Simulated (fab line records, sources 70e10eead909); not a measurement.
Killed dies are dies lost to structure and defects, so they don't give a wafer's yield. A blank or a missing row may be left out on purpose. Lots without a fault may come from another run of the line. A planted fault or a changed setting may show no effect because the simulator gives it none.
Chamber matching | flow nand_harc | NHARC_A_STAIRCASE_ETCHBACK_422 on rie_diel-04: 4 sister chambers
The step etches the open film in CH3F/O2, target depth 40 nm, time 74.286 s. 24 wafers are shown with their chamber, then 12 later ones without.

WAFERS WITH THEIR CHAMBER
wafer  | chamber | showerhead_plenum_p_Torr (Torr) | drypump_motor_current_A (A) | rf_vpp_V (V)
L074.1 | 0       | 2.41                            | 5.3                         | 243.4
L074.3 | 3       | 2.60                            | 6.0                         | 244.8
L074.5 | 0       | 2.40                            | 5.3                         | 243.7
L076.1 | 1       | 2.65                            | 6.0                         | 248.3
L076.4 | 0       | 2.40                            | 5.3                         | 244.4
L076.6 | 0       | 2.40                            | 5.3                         | 244.8
L078.3 | 2       | 2.64                            | 6.3                         | 244.8
L078.4 | 0       | 2.40                            | 5.3                         | 242.8
L078.6 | 0       | 2.40                            | 5.3                         | 244.3
L083.1 | 2       | 2.64                            | 6.3                         | 247.1
L083.2 | 3       | 2.59                            | 6.1                         | 247.5
L083.3 | 1       | 2.64                            | 6.0                         | 245.8
L082.3 | 2       | 2.64                            | 6.3                         | 248.3
L082.5 | 0       | 2.40                            | 5.3                         | 244.8
L082.6 | 1       | 2.64                            | 6.0                         | 247.0
L087.2 | 2       | 2.63                            | 6.3                         | 245.3
L087.3 | 1       | 2.63                            | 6.0                         | 247.4
L087.6 | 1       | 2.63                            | 6.1                         | 246.1
L089.3 | 2       | 2.63                            | 6.3                         | 247.2
L089.4 | 1       | 2.63                            | 6.0                         | 247.8
L089.5 | 1       | 2.63                            | 6.0                         | 247.1
L091.1 | 1       | 2.63                            | 6.0                         | 246.2
L091.4 | 3       | 2.58                            | 6.1                         | 245.6
L091.6 | 0       | 2.39                            | 5.4                         | 242.4

SIGNATURES (means of the wafers above)
reading                  | chamber 0 | chamber 1 | chamber 2 | chamber 3 | scatter within a chamber
showerhead_plenum_p_Torr | 2.4000    | 2.6350    | 2.6360    | 2.5900    | 0.00678
drypump_motor_current_A  | 5.312     | 6.013     | 6.300     | 6.067     | 0.0348
rf_vpp_V                 | 243.825   | 246.963   | 246.540   | 245.967   | 1.08
Rule: a wafer's distance from a chamber is the root of the sum, over the readings, of the square of ((its reading less the chamber's mean) divided by the reading's scatter). The wafer belongs to the nearest chamber; if the next one is less than 2 further off, it can't be placed. The scatter: the root of (the sum of the squares of (reading less its chamber's mean) over the shown wafers, divided by (wafers less chambers)).

WAFERS WITHOUT THEIR CHAMBER
wafer  | showerhead_plenum_p_Torr (Torr) | drypump_motor_current_A (A) | rf_vpp_V (V)
L093.2 | 2.58                            | 6.1                         | 245.5
L093.3 | 2.62                            | 6.1                         | 246.8
L093.4 | 2.62                            | 6.3                         | 247.1
L092.3 | 2.62                            | 6.3                         | 246.2
L092.4 | 2.62                            | 6.0                         | 246.3
L092.5 | 2.62                            | 6.0                         | 246.4
L094.4 | 2.57                            | 6.1                         | 245.9
L094.5 | 2.62                            | 6.3                         | 246.6
L094.6 | 2.57                            | 6.1                         | 246.7
L095.2 | 2.57                            | 6.1                         | 246.5
L095.4 | 2.38                            | 5.3                         | 244.1
L095.5 | 2.57                            | 6.1                         | 244.5

WHICH CHAMBER EACH WENT THROUGH
wafer  | from the rows above     | in truth
L093.2 | 3                       | 3
L093.3 | can't be placed: 1 or 3 | 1
L093.4 | 2                       | 2
L092.3 | 2                       | 2
L092.4 | 1                       | 1
L092.5 | 1                       | 1
L094.4 | 3                       | 3
L094.5 | 2                       | 2
L094.6 | 3                       | 3
L095.2 | 3                       | 3
L095.4 | 0                       | 0
L095.5 | 3                       | 3
Placed correctly: 11 of 12. Can't be placed from these rows: 1 (the true chamber is among the candidates in 1). Placed wrongly: 0.
